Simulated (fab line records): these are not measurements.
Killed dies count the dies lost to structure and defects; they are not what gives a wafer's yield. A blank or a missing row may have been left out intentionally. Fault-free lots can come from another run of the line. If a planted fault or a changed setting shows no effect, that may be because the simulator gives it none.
fab line records ; flow n5-finfet ; part 1 of 2: steps 1 to 23 of 32
[record] lots = 5; wafers = 15; last-day = 18
route steps=1938 shown BEOL_M10@1512 BEOL_M11@1536
lots that met no fault: taken from a fault-free run of the same line
start-h: start of the lot's first displayed wafer, in hours after the record's first day ; wait-h: how many hours have passed since the lot's step before this one ; " as in the row above ; L1.1+2: a single row standing in for several wafers ; - no value, or no start was given ; * or withheld: withheld ; < > ~ a bound
route shown NAME@n: NAME is a module with steps in the file, n the number in the route of the first one ; usual: average and standard deviation across the fault-free wafers ; same: alike in all rows ; chamber/n: place in a boat ; sites: per-site readings ; _std_site: standard deviation across them ; _edge_site: inner sites' mean taken away from outer sites' mean ; radius-mm: how far each site lies from the wafer's centre ; mask NAME#n: copy n ; behind: the last tool/chamber to shape the wafer ; hold: why the lot was held/for how many hours/how that ended ; device: which transistor (n, p or np) failed to switch ; end of line: tests run on the same wafers once the route is complete ; where a step has no rows: the recipe by itself ; killed: at the first sort, the dies lost to defects and structure; wafer yield is something else ; map: per-die view of a wafer (x killed, . not killed, _ where there is no die)
set.NAME: setting as actually run; set.NAME@STEP: the setting as run at that earlier step ; model.NAME: the simulator's own value behind a step, which no gauge read
lots at selected steps of the route; one table per step, one row per wafer
services: when a tool's chamber went out of use (start-h, in hours from the record's first day, below 0 if earlier), for how many hours, and the reason
[[steps]]
[step N5_BEOL_M10_TRENCH_ETCH_37]
[recipe] chemistry = C4F6/O2; target-depth-a = 1488.3; target = SiCOH_lowk; time-s = 48; ion-energy-ev = 250; pressure-mtorr = 30; source-w = 345; bias-w = 185; Ar_flow_sccm = 300; C4F6_flow_sccm = 10; O2_flow_sccm = 10
[usual] C4F6_flow_sccm = 10.01/0.03; drypump-motor-current-A = 5.6/0.41; oes-product-au = 0.81/0.087; rf-vpp-V = 669/20; showerhead-plenum-p-Torr = 2.89/0.11; throttle-valve-pct = 20.97/0.23
lot.wafer;tool;chamber;start-h;wait-h;C4F6_flow_sccm;drypump-motor-current-A;oes-product-au;rf-hours-counter-h;rf-vpp-V;showerhead-plenum-p-Torr;throttle-valve-pct
L074.2;rie-diel-01;3;-;-;9.96;5.6;0.76;124;674;2.86;20.74
L074.3;rie-diel-01;2;-;-;9.99;5.9;0.94;12;657;3.03;21.00
L074.4;rie-diel-01;1;-;-;10.03;5.0;0.67;238;636;2.93;21.34
L078.2;rie-diel-05;1;-;-;9.98;5.6;0.78;137;702;2.73;20.96
L078.4;rie-diel-05;2;-;-;10.05;5.7;0.65;252;638;2.76;20.97
L078.6;rie-diel-05;3;-;-;9.99;6.3;0.86;-;684;2.82;20.66
L085.2;rie-diel-03;0;-;-;9.99;5.5;0.69;230;659;2.71;21.53
L085.4;rie-diel-03;2;-;-;10.03;6.0;0.83;86;683;3.01;20.82
L085.5;rie-diel-03;3;-;-;10.03;5.4;0.75;-;696;2.98;20.98
L095.2;rie-diel-05;1;-;-;10.06;5.6;0.74;170;702;2.71;21.01
L095.3;rie-diel-05;2;-;-;9.95;5.7;0.95;18;641;2.75;20.73
L095.5;rie-diel-05;2;-;-;9.91;5.7;0.95;-;639;2.75;20.72
L096.1;rie-diel-03;2;-;-;10.00;6.0;0.81;109;682;3.00;20.88
L096.5;rie-diel-03;2;-;-;10.01;6.0;0.81;-;684;3.00;20.88
L096.6;rie-diel-03;3;-;-;9.96;5.4;0.73;-;692;2.96;21.00
[step N5_BEOL_M10_ETCH_41]
[recipe] chemistry = CH3F/O2; target = SiCN; target-depth-a = 426; taper-deg = 2; time-s = 86; ion-energy-ev = 120; mask-material = TiN; pressure-mtorr = 30; source-w = 395; bias-w = 75; Ar_flow_sccm = 150; CH3F_flow_sccm = 30; O2_flow_sccm = 20
[usual] drypump-motor-current-A = 5.6/0.41; oes-product-au = 0.81/0.087; rf-vpp-V = 297.9/1.8; showerhead-plenum-p-Torr = 2.03/0.081; throttle-valve-pct = 16.34/0.23
lot.wafer;tool;chamber;start-h;wait-h;drypump-motor-current-A;oes-product-au;rf-hours-counter-h;rf-vpp-V;showerhead-plenum-p-Torr;throttle-valve-pct
L074.2;rie-diel-01;3;-;-;5.6;0.76;124;297.7;2.01;16.14
L074.3;rie-diel-01;2;-;-;5.9;0.96;12;301.1;2.14;16.37
L074.4;rie-diel-01;1;-;-;5.0;0.67;238;299.6;2.06;16.71
L078.2;rie-diel-05;1;-;-;5.6;0.77;137;297.0;1.91;16.38
L078.4;rie-diel-05;2;-;-;5.7;0.65;252;294.4;1.94;16.51
L078.6;rie-diel-05;3;-;-;6.3;0.86;-;296.3;1.98;15.98
L085.2;rie-diel-03;0;-;-;5.5;0.68;230;296.2;1.90;16.87
L085.4;rie-diel-03;2;-;-;6.0;0.85;86;298.6;2.12;16.19
L085.5;rie-diel-03;3;-;-;5.4;0.76;-;299.5;2.10;16.35
L095.2;rie-diel-05;1;-;-;5.5;0.74;170;295.4;1.90;16.44
L095.3;rie-diel-05;2;-;-;5.7;0.94;18;296.3;1.94;16.14
L095.5;rie-diel-05;2;-;-;5.7;0.95;-;296.3;1.94;16.13
L096.1;rie-diel-03;2;-;-;6.0;0.81;109;299.4;2.11;16.24
L096.5;rie-diel-03;2;-;-;6.0;0.81;-;298.8;2.11;16.24
L096.6;rie-diel-03;3;-;-;5.4;0.74;-;299.8;2.09;16.42
[step N5_BEOL_M10_STRIP_77]
[recipe] chemistry = N2/H2; time-s = 10; power-w = 450; temp-c = 40; pressure-mtorr = 20; rf-frequency-hz = 6e+07; bias-power-w = 7; n2-flow-sccm = 200; h2-flow-sccm = 200
[usual] drypump-motor-current-A = 5.6/0.41; h2-flow-sccm = 200.0/0.64; oes-product-au = 0.81/0.086; rf-vpp-V = 59.2/0.91; showerhead-plenum-p-Torr = 2.56/0.099; throttle-valve-pct = 23.5/0.51
lot.wafer;tool;chamber;start-h;wait-h;drypump-motor-current-A;h2-flow-sccm;oes-product-au;rf-hours-counter-h;rf-vpp-V;showerhead-plenum-p-Torr;throttle-valve-pct
L074.2;rie-diel-01;3;-;-;5.6;199.9;0.76;124;58.1;2.54;23.0
L074.3;rie-diel-01;2;-;-;5.9;199.9;0.94;12;59.4;2.68;23.3
L074.4;rie-diel-01;1;-;-;5.0;201.0;0.67;238;59.7;2.62;24.7
L078.2;rie-diel-05;1;-;-;5.6;199.6;0.76;137;58.5;2.43;23.6
L078.4;rie-diel-05;2;-;-;5.7;199.6;0.65;252;58.9;2.47;23.5
L078.6;rie-diel-05;3;-;-;6.3;200.7;0.88;-;58.3;2.45;22.7
L085.2;rie-diel-03;0;-;-;5.5;199.3;0.70;230;58.6;2.40;24.5
L085.4;rie-diel-03;2;-;-;6.0;199.9;0.83;86;60.7;2.65;23.0
L085.5;rie-diel-03;3;-;-;5.5;201.0;0.75;-;58.8;2.63;23.2
L095.2;rie-diel-05;1;-;-;5.6;200.8;0.73;170;59.3;2.41;23.6
L095.3;rie-diel-05;2;-;-;5.8;200.3;0.95;18;59.2;2.46;23.5
L095.5;rie-diel-05;2;-;-;5.7;199.8;0.95;-;59.3;2.46;23.4
L096.1;rie-diel-03;2;-;-;6.0;200.3;0.79;109;61.3;2.64;23.1
L096.5;rie-diel-03;2;-;-;6.0;198.9;0.80;-;59.5;2.64;23.1
L096.6;rie-diel-03;3;-;-;5.5;199.5;0.73;-;58.9;2.62;23.3
[step N5_BEOL_M10_OCD_MEAS_38]
[usual] trench-depth-nm = 149/3.8
lot.wafer;tool;chamber;start-h;wait-h;trench-depth-nm
L074.2;ocd-02;-;219.53;-;148
L074.3;ocd-02;-;219.53;-;152
L074.4;ocd-02;-;219.53;-;146
L078.2;ocd-01;-;239.23;-;148
L078.4;ocd-01;-;239.23;-;146
L078.6;ocd-01;-;239.23;-;148
L085.2;ocd-01;-;303.58;-;145
L085.4;ocd-01;-;303.58;-;153
L085.5;ocd-01;-;303.58;-;143
L095.2;ocd-01;-;366.36;-;146
L095.3;ocd-01;-;366.36;-;154
L095.5;ocd-01;-;366.36;-;154
L096.1;ocd-02;-;373.12;-;155
L096.5;ocd-02;-;373.12;-;154
L096.6;ocd-02;-;373.12;-;144
[step N5_BEOL_M10_HM_STRIP_39]
[recipe] chemistry = peroxide-tin-strip; material = TiN; target-depth-a = 250; temp-c = 50; time-s = 158
lot.wafer;tool;chamber;start-h;wait-h
L074.2+3+4;wet-bench-01;1,0,4;219.56;0.0
L078.2+4+6;wet-bench-01;7,3,6;239.26;0.0
L085.2+4+5;wet-bench-05;6,1,2;303.61;0.0
L095.2+3+5;wet-bench-01;0,2,7;366.39;0.0
L096.1+5+6;wet-bench-05;1,0,3;373.15;0.0
[step N5_BEOL_M10_SRD_40]
[recipe] time-s = 30; temp-c = 23; rinse-liquid = diw; dry = ipa-marangoni
lot.wafer;tool;chamber;start-h;wait-h
L074.2+3+4;wet-bench-01;1,0,4;219.60;0.0
L078.2+4+6;wet-bench-01;7,3,6;239.30;0.0
L085.2+4+5;wet-bench-05;6,1,2;303.71;0.0
L095.2+3+5;wet-bench-01;0,2,7;366.43;0.0
L096.1+5+6;wet-bench-05;1,0,3;373.20;0.0
[step N5_BEOL_M10_PRECLEAN_42]
[recipe] chemistry = residue-remover; time-s = 60; temp-c = 40
lot.wafer;tool;chamber;start-h;wait-h
L074.2+3+4;wet-bench-01;1,0,4;219.62;0.0
L078.2+4+6;wet-bench-01;7,3,6;239.32;0.0
L085.2+4+5;wet-bench-05;6,1,2;303.74;0.0
L095.2+3+5;wet-bench-01;0,2,7;366.45;0.0
L096.1+5+6;wet-bench-05;1,0,3;373.22;0.0
[step N5_BEOL_M10_SRD_43]
[recipe] time-s = 30; temp-c = 23; rinse-liquid = diw; dry = ipa-marangoni
lot.wafer;tool;chamber;start-h;wait-h
L074.2+3+4;wet-bench-01;1,0,4;219.64;0.0
L078.2+4+6;wet-bench-01;7,3,6;239.34;0.0
L085.2+4+5;wet-bench-05;6,1,2;303.78;0.0
L095.2+3+5;wet-bench-01;0,2,7;366.47;0.0
L096.1+5+6;wet-bench-05;1,0,3;373.23;0.0
[step N5_BEOL_M10_CD_MEAS_35]
[recipe] target-cd-nm = 70; polarity = opening
[usual] cd-nm = 70.2/0.87
lot.wafer;tool;chamber;start-h;wait-h;cd-nm
L074.2;cd-sem-02;-;219.68;0.0;70.4
L074.3;cd-sem-02;-;219.68;0.0;71.9
L074.4;cd-sem-02;-;219.68;0.0;70.1
L078.2;cd-sem-03;-;239.38;0.0;69.9
L078.4;cd-sem-03;-;239.38;0.0;70.3
L078.6;cd-sem-03;-;239.38;0.0;70.3
L085.2;cd-sem-02;-;303.84;0.0;71.2
L085.4;cd-sem-02;-;303.84;0.0;71.0
L085.5;cd-sem-02;-;303.84;0.0;71.8
L095.2;cd-sem-03;-;366.51;0.0;70.3
L095.3;cd-sem-03;-;366.51;0.0;69.9
L095.5;cd-sem-03;-;366.51;0.0;70.6
L096.1;cd-sem-01;-;373.27;0.0;71.0
L096.5;cd-sem-01;-;373.27;0.0;69.9
L096.6;cd-sem-01;-;373.27;0.0;69.7
[step N5_BEOL_M10_CURE_72]
[recipe] temp-c = 370; time-s = 120; ambient = DMADMS/He; material = SiCOH_lowk
[usual] lamp-power-pct = 52.32/0.05; wafer_temp_C_max = 371.8/0.72
lot.wafer;tool;chamber;start-h;wait-h;lamp-power-pct;wafer_temp_C_max
L074.2;uv-cure-01;2;219.82;0.1;52.29;372.5
L074.3;uv-cure-01;2;219.82;0.1;52.30;374.0
L074.4;uv-cure-01;2;219.82;0.1;52.33;372.0
L078.2;uv-cure-02;0;239.47;0.1;52.33;372.7
L078.4;uv-cure-02;0;239.47;0.1;52.41;372.7
L078.6;uv-cure-02;0;239.47;0.1;52.25;372.7
L085.2;uv-cure-02;0;304.06;0.2;52.28;372.4
L085.4;uv-cure-02;0;304.06;0.2;52.34;372.4
L085.5;uv-cure-02;0;304.06;0.2;52.29;372.0
L095.2;uv-cure-02;2;366.60;0.1;52.35;372.0
L095.3;uv-cure-02;2;366.60;0.1;52.36;372.4
L095.5;uv-cure-02;2;366.60;0.1;52.29;371.7
L096.1;uv-cure-03;2;373.31;0.0;52.33;371.3
L096.5;uv-cure-03;2;373.31;0.0;52.32;371.2
L096.6;uv-cure-03;2;373.31;0.0;52.34;371.1
[step N5_BEOL_M10_DEGAS_44]
[recipe] ambient = vacuum; temp-c = 250; time-s = 60
[usual] heater-power-w = 325/33
lot.wafer;tool;chamber;start-h;wait-h;heater-power-w
L074.2;pvd-sputter-02;-;220.44;0.5;338
L074.3;pvd-sputter-02;-;220.44;0.5;349
L074.4;pvd-sputter-02;-;220.44;0.5;325
L078.2;pvd-sputter-01;-;239.89;0.4;364
L078.4;pvd-sputter-01;-;239.89;0.4;292
L078.6;pvd-sputter-01;-;239.89;0.4;366
L085.2;pvd-sputter-01;-;305.90;1.7;327
L085.4;pvd-sputter-01;-;305.90;1.7;294
L085.5;pvd-sputter-01;-;305.90;1.7;341
L095.2;pvd-sputter-01;-;366.97;0.3;367
L095.3;pvd-sputter-01;-;366.97;0.3;347
L095.5;pvd-sputter-01;-;366.97;0.3;323
L096.1;pvd-sputter-03;-;374.22;0.8;283
L096.5;pvd-sputter-03;-;374.22;0.8;283
L096.6;pvd-sputter-03;-;374.22;0.8;313
[step N5_BEOL_M10_PRE_CLEAN_45]
[recipe] gas = H2/He; time-s = 30; temp-c = 250
[usual] heater-power-w = 325/33
lot.wafer;tool;chamber;start-h;wait-h;heater-power-w
L074.2;pvd-sputter-02;-;220.48;0.0;332
L074.3;pvd-sputter-02;-;220.48;0.0;352
L074.4;pvd-sputter-02;-;220.48;0.0;328
L078.2;pvd-sputter-01;-;239.93;0.0;369
L078.4;pvd-sputter-01;-;239.93;0.0;297
L078.6;pvd-sputter-01;-;239.93;0.0;365
L085.2;pvd-sputter-01;-;305.94;0.0;325
L085.4;pvd-sputter-01;-;305.94;0.0;297
L085.5;pvd-sputter-01;-;305.94;0.0;347
L095.2;pvd-sputter-01;-;367.01;0.0;363
L095.3;pvd-sputter-01;-;367.01;0.0;351
L095.5;pvd-sputter-01;-;367.01;0.0;323
L096.1;pvd-sputter-03;-;374.26;0.0;277
L096.5;pvd-sputter-03;-;374.26;0.0;283
L096.6;pvd-sputter-03;-;374.26;0.0;320
[step N5_BEOL_M10_ALD_74]
[recipe] material = TaN; target-thk-a = 20; temp-c = 275; ald-precursor-family = PDMAT; ald-co-reactant = NH3; pressure-torr = 3; carrier-flow-sccm = 1500; pulse-time-s = 2; purge-time-s = 3; co-reactant-purge-time-s = 2; co-reactant-pulse-time-s = 3; ald-cycles = 40; precursor-vessel-temp-c = 75; precursor-vessel-pressure-torr = 26.25; precursor-vessel-carrier-sccm = 1000
[usual] heater-power-w = 425/78; mfc-carrier-sccm = 1499/4.4; precursor-vessel-temp-c = 75.00/0.11
[same] co-reactant-purge-time-s = 2
lot.wafer;tool;chamber;start-h;wait-h;heater-power-w;mfc-carrier-sccm;precursor-vessel-temp-c
L074.2;ald-metal-03;3;220.54;0.0;467;1500;74.81
L074.3;ald-metal-03;0;220.54;0.0;328;1497;74.89
L074.4;ald-metal-03;2;220.54;0.0;384;1502;74.97
L078.2;ald-metal-03;3;240.00;0.0;452;1498;74.93
L078.4;ald-metal-03;2;240.00;0.0;382;1493;75.09
L078.6;ald-metal-03;0;240.00;0.0;327;1501;74.89
L085.2;ald-metal-02;3;306.06;0.1;402;1496;74.93
L085.4;ald-metal-02;1;306.06;0.1;416;1494;75.04
L085.5;ald-metal-02;0;306.06;0.1;445;1504;74.98
L095.2;ald-metal-03;3;367.29;0.3;458;1498;75.08
L095.3;ald-metal-03;0;367.29;0.3;322;1500;75.37
L095.5;ald-metal-03;1;367.29;0.3;553;1495;75.11
L096.1;ald-metal-03;3;374.32;0.0;455;1501;75.17
L096.5;ald-metal-03;2;374.32;0.0;377;1490;75.01
L096.6;ald-metal-03;1;374.32;0.0;544;1500;75.08
[step N5_BEOL_M10_SURFACE_TREAT_76]
[recipe] gas = Ar; time-s = *; ion-energy-ev = *; ion-current-ma-cm2 = 0.5; pressure-mtorr = *; ar-flow-sccm = 30
[usual] throttle-valve-pct = *
lot.wafer;tool;chamber;start-h;wait-h;throttle-valve-pct
L074.2;pvd-sputter-03;-;220.85;0.2;*
L074.3;pvd-sputter-03;-;220.85;0.2;*
L074.4;pvd-sputter-03;-;220.85;0.2;*
L078.2;pvd-sputter-03;-;240.47;0.3;*
L078.4;pvd-sputter-03;-;240.47;0.3;*
L078.6;pvd-sputter-03;-;240.47;0.3;*
L085.2;pvd-sputter-02;-;306.35;0.2;*
L085.4;pvd-sputter-02;-;306.35;0.2;*
L085.5;pvd-sputter-02;-;306.35;0.2;*
L095.2;pvd-sputter-01;-;367.97;0.6;*
L095.3;pvd-sputter-01;-;367.97;0.6;*
L095.5;pvd-sputter-01;-;367.97;0.6;*
L096.1;pvd-sputter-02;-;374.64;0.2;*
L096.5;pvd-sputter-02;-;374.64;0.2;*
L096.6;pvd-sputter-02;-;374.64;0.2;*
[step N5_BEOL_M10_CVD_75]
[recipe] material = Co; target-thk-a = 20; temp-c = withheld; precursor = CCTBA/H2; pressure-torr = 30; time-s = 138.9
lot.wafer;tool;chamber;start-h;wait-h
L074.2+3+4;cvd-co-01;1,0,2;221.24;0.4
L078.2+4+6;cvd-co-02;0,0,1;240.70;0.2
L085.2+4+5;cvd-co-02;0,1,0;306.42;0.1
L095.2+3+5;cvd-co-01;1,0,0;368.26;0.3
L096.1+5+6;cvd-co-01;0,2,0;374.71;0.0
[step N5_BEOL_M10_SPUTTER_48]
[recipe] material = Cu; target-thk-a = 120; temp-c = -20; bias-v = 60; power-w = 26000; chamber-pressure-pa = 0.13; time-s = 2
[usual] throttle-valve-pct = 29.9/1.1
lot.wafer;tool;chamber;start-h;wait-h;throttle-valve-pct
L074.2;pvd-sputter-02;-;221.48;0.2;31.2
L074.3;pvd-sputter-02;-;221.48;0.2;29.5
L074.4;pvd-sputter-02;-;221.48;0.2;28.9
L078.2;pvd-sputter-03;-;240.99;0.2;28.4
L078.4;pvd-sputter-03;-;240.99;0.2;28.5
L078.6;pvd-sputter-03;-;240.99;0.2;28.4
L085.2;pvd-sputter-03;-;306.57;0.1;30.1
L085.4;pvd-sputter-03;-;306.57;0.1;31.7
L085.5;pvd-sputter-03;-;306.57;0.1;31.9
L095.2;pvd-sputter-01;-;368.69;0.4;29.8
L095.3;pvd-sputter-01;-;368.69;0.4;29.6
L095.5;pvd-sputter-01;-;368.69;0.4;30.0
L096.1;pvd-sputter-02;-;374.84;0.1;29.8
L096.5;pvd-sputter-02;-;374.84;0.1;31.2
L096.6;pvd-sputter-02;-;374.84;0.1;28.7
[step N5_BEOL_M10_ECD_50]
[recipe] material = Cu; target-thk-a = 3180
lot.wafer;tool;chamber;start-h;wait-h
L074.2+3+4;ecd-cu-02;1,0,1;221.59;0.1
L078.2+4+6;ecd-cu-01;0,1,0;241.11;0.1
L085.2+4+5;ecd-cu-02;0,1,1;306.70;0.1
L095.2+3+5;ecd-cu-01;0,1,0;368.81;0.1
L096.1+5+6;ecd-cu-01;1,1,0;374.96;0.1
[step N5_BEOL_M10_ANNEAL_51]
[recipe] temp-c = 225; time-s = 90; ambient = N2
[usual] wafer_temp_C_max = 225.89/0.27
lot.wafer;tool;chamber;start-h;wait-h;wafer_temp_C_max
L074.2;rtp-anneal-02;0;222.44;0.8;226.03
L074.3;rtp-anneal-02;0;222.44;0.8;225.89
L074.4;rtp-anneal-02;0;222.44;0.8;226.18
L078.2;rtp-anneal-01;0;241.73;0.6;225.48
L078.4;rtp-anneal-01;0;241.73;0.6;225.78
L078.6;rtp-anneal-01;0;241.73;0.6;225.84
L085.2;rtp-anneal-02;0;306.85;0.1;226.21
L085.4;rtp-anneal-02;0;306.85;0.1;226.03
L085.5;rtp-anneal-02;0;306.85;0.1;225.67
L095.2;rtp-anneal-01;0;369.26;0.4;225.76
L095.3;rtp-anneal-01;0;369.26;0.4;225.80
L095.5;rtp-anneal-01;0;369.26;0.4;225.60
L096.1;rtp-anneal-01;0;375.23;0.2;225.75
L096.5;rtp-anneal-01;0;375.23;0.2;225.65
L096.6;rtp-anneal-01;0;375.23;0.2;225.83
[step N5_BEOL_M10_CMP_52]
[recipe] stop-on = SiCOH_lowk; t-overpolish-s = 7; down-force-psi = 1; platen-rpm = 50; clearing-platen-down-force-psi = 1.5; clearing-platen-rpm = 50; post-cmp-clean = cu-alkaline; target-thk-nm = 140; clearing-platen-pad-velocity-m-s = 0.99484; pad-velocity-m-s = 0.99484
[usual] barrier-field-endpoint-s = 29.3/0.95; clearing-platen-rpm = 49.996/0.026; edge-zone-pressure-frac = 1.000/0.0046; head-pressure-psi = 1.0001/0.002; motor-current-A = 6.0/0.57; overpolish-run-s = 7.000/0.0097; time-to-endpoint-s = 68/4.2
lot.wafer;tool;chamber;start-h;wait-h;barrier-field-endpoint-s;clearing-platen-rpm;edge-zone-pressure-frac;head-pressure-psi;motor-current-A;overpolish-run-s;time-to-endpoint-s
L074.2;cmp-04;2;222.73;0.2;29.0;50.020;1.001;0.9988;6.4;6.999;72
L074.3;cmp-04;3;222.73;0.2;29.1;49.971;0.999;1.0007;5.9;6.993;71
L074.4;cmp-04;0;222.73;0.2;29.2;49.992;1.005;0.9999;5.7;7.003;67
L078.4;cmp-02;0;242.02;0.2;29.3;49.983;0.992;0.9986;5.6;7.003;68
L078.2;cmp-02;1;242.02;0.2;27.9;49.991;1.000;0.9982;6.6;6.993;62
L078.6;cmp-02;0;242.02;0.2;30.0;50.006;0.996;0.9965;5.7;7.004;69
L085.4;cmp-02;0;307.11;0.1;30.5;49.999;0.997;0.9994;5.9;7.007;73
L085.2;cmp-02;3;307.11;0.1;29.2;49.989;1.002;1.0005;5.6;6.998;66
L085.5;cmp-02;0;307.11;0.1;30.8;50.014;1.001;0.9986;5.2;6.987;76
L095.3;cmp-02;2;369.65;0.3;27.8;50.017;0.997;1.0007;6.9;6.992;66
L095.2;cmp-02;3;369.65;0.3;28.5;49.996;1.005;1.0014;5.7;7.001;66
L095.5;cmp-02;2;369.65;0.3;28.9;49.971;0.991;0.9997;6.7;7.006;65
L096.1;cmp-01;0;375.58;0.3;27.4;50.038;0.995;1.0013;6.4;7.014;65
L096.5;cmp-01;3;375.58;0.3;28.9;49.949;1.003;1.0043;6.2;6.999;67
L096.6;cmp-01;0;375.58;0.3;28.3;50.021;1.005;1.0014;5.8;6.993;63
[step N5_BEOL_M10_THK_MEAS_53]
[recipe] thk-meas-gauge = xrf; reads = Cu_of_BEOL_M10_ECD_50
[usual] M10_THK = 140/4.1
lot.wafer;tool;chamber;start-h;wait-h;M10_THK[nm]
L074.2;film-metro-01;-;222.99;-;139
L074.3;film-metro-01;-;222.99;-;143
L074.4;film-metro-01;-;222.99;-;135
L078.2;film-metro-02;-;242.28;-;138
L078.4;film-metro-02;-;242.28;-;139
L078.6;film-metro-02;-;242.28;-;140
L085.2;film-metro-02;-;307.40;-;136
L085.4;film-metro-02;-;307.40;-;145
L085.5;film-metro-02;-;307.40;-;136
L095.2;film-metro-02;-;369.90;-;136
L095.3;film-metro-02;-;369.90;-;145
L095.5;film-metro-02;-;369.90;-;146
L096.1;film-metro-02;-;375.84;-;147
L096.5;film-metro-02;-;375.84;-;146
L096.6;film-metro-02;-;375.84;-;133
[step N5_BEOL_M10_PRE_CLEAN_55]
[recipe] gas = NH3; time-s = 15; temp-c = withheld; rf-power-w = 300
lot.wafer;tool;chamber;start-h;wait-h
L074.2+3+4;pecvd-03;0,1,2;223.02;0.0
L078.2+4+6;pecvd-01;1,2,0;242.32;0.0
L085.2+4+5;pecvd-03;1,2,0;307.44;0.0
L095.2+3+5;pecvd-01;2,0,2;369.94;0.0
L096.1+5+6;pecvd-04;1,0,1;375.87;0.0
[step N5_BEOL_M10_DEP_56]
[recipe] material = SiCN; target-thk-a = 150; temp-c = withheld; precursor = 3MS/NH3; pressure-torr = 3; rf-w = 202; time-s = 26.5
[usual] showerhead-plenum-p-Torr = 3.665/0.012; throttle-valve-pct = 9.1/0.62
lot.wafer;tool;chamber;start-h;wait-h;showerhead-plenum-p-Torr;throttle-valve-pct
L074.2;pecvd-03;0;223.05;0.0;3.661;9.5
L074.3;pecvd-03;1;223.05;0.0;3.681;9.1
L074.4;pecvd-03;2;223.05;0.0;3.655;9.1
L078.2;pecvd-01;1;242.34;0.0;3.673;9.6
L078.4;pecvd-01;2;242.34;0.0;3.673;8.2
L078.6;pecvd-01;0;242.34;0.0;3.660;8.6
L085.2;pecvd-03;1;307.46;0.0;3.687;9.3
L085.4;pecvd-03;2;307.46;0.0;3.675;9.2
L085.5;pecvd-03;0;307.46;0.0;3.655;9.5
L095.2;pecvd-01;2;369.96;0.0;3.679;8.2
L095.3;pecvd-01;0;369.96;0.0;3.659;8.7
L095.5;pecvd-01;2;369.96;0.0;3.679;8.1
L096.1;pecvd-04;1;375.91;0.0;3.664;9.4
L096.5;pecvd-04;0;375.91;0.0;3.648;10.3
L096.6;pecvd-04;1;375.91;0.0;3.671;8.8
[step N5_BEOL_M10_RS_MEAS_57]
[recipe] thk-meas-gauge = four-point-probe; reads = Cu_of_BEOL_M10_ECD_50+Co_of_BEOL_M10_CVD_75+TaN_of_BEOL_M10_ALD_74
[usual] M10_RS = 0.150/0.0048
lot.wafer;tool;chamber;start-h;wait-h;M10_RS[ohm/sq]
L074.2;film-metro-02;-;223.12;0.1;0.150
L074.3;film-metro-02;-;223.12;0.1;0.146
L074.4;film-metro-02;-;223.12;0.1;0.155
L078.2;film-metro-02;-;242.42;0.1;0.155
L078.4;film-metro-02;-;242.42;0.1;0.153
L078.6;film-metro-02;-;242.42;0.1;0.151
L085.2;film-metro-02;-;307.54;0.1;0.155
L085.4;film-metro-02;-;307.54;0.1;0.144
L085.5;film-metro-02;-;307.54;0.1;0.155
L095.2;film-metro-02;-;370.04;0.1;0.155
L095.3;film-metro-02;-;370.04;0.1;0.145
L095.5;film-metro-02;-;370.04;0.1;0.144
L096.1;film-metro-02;-;376.00;0.1;0.143
L096.5;film-metro-02;-;376.00;0.1;0.144
L096.6;film-metro-02;-;376.00;0.1;0.158
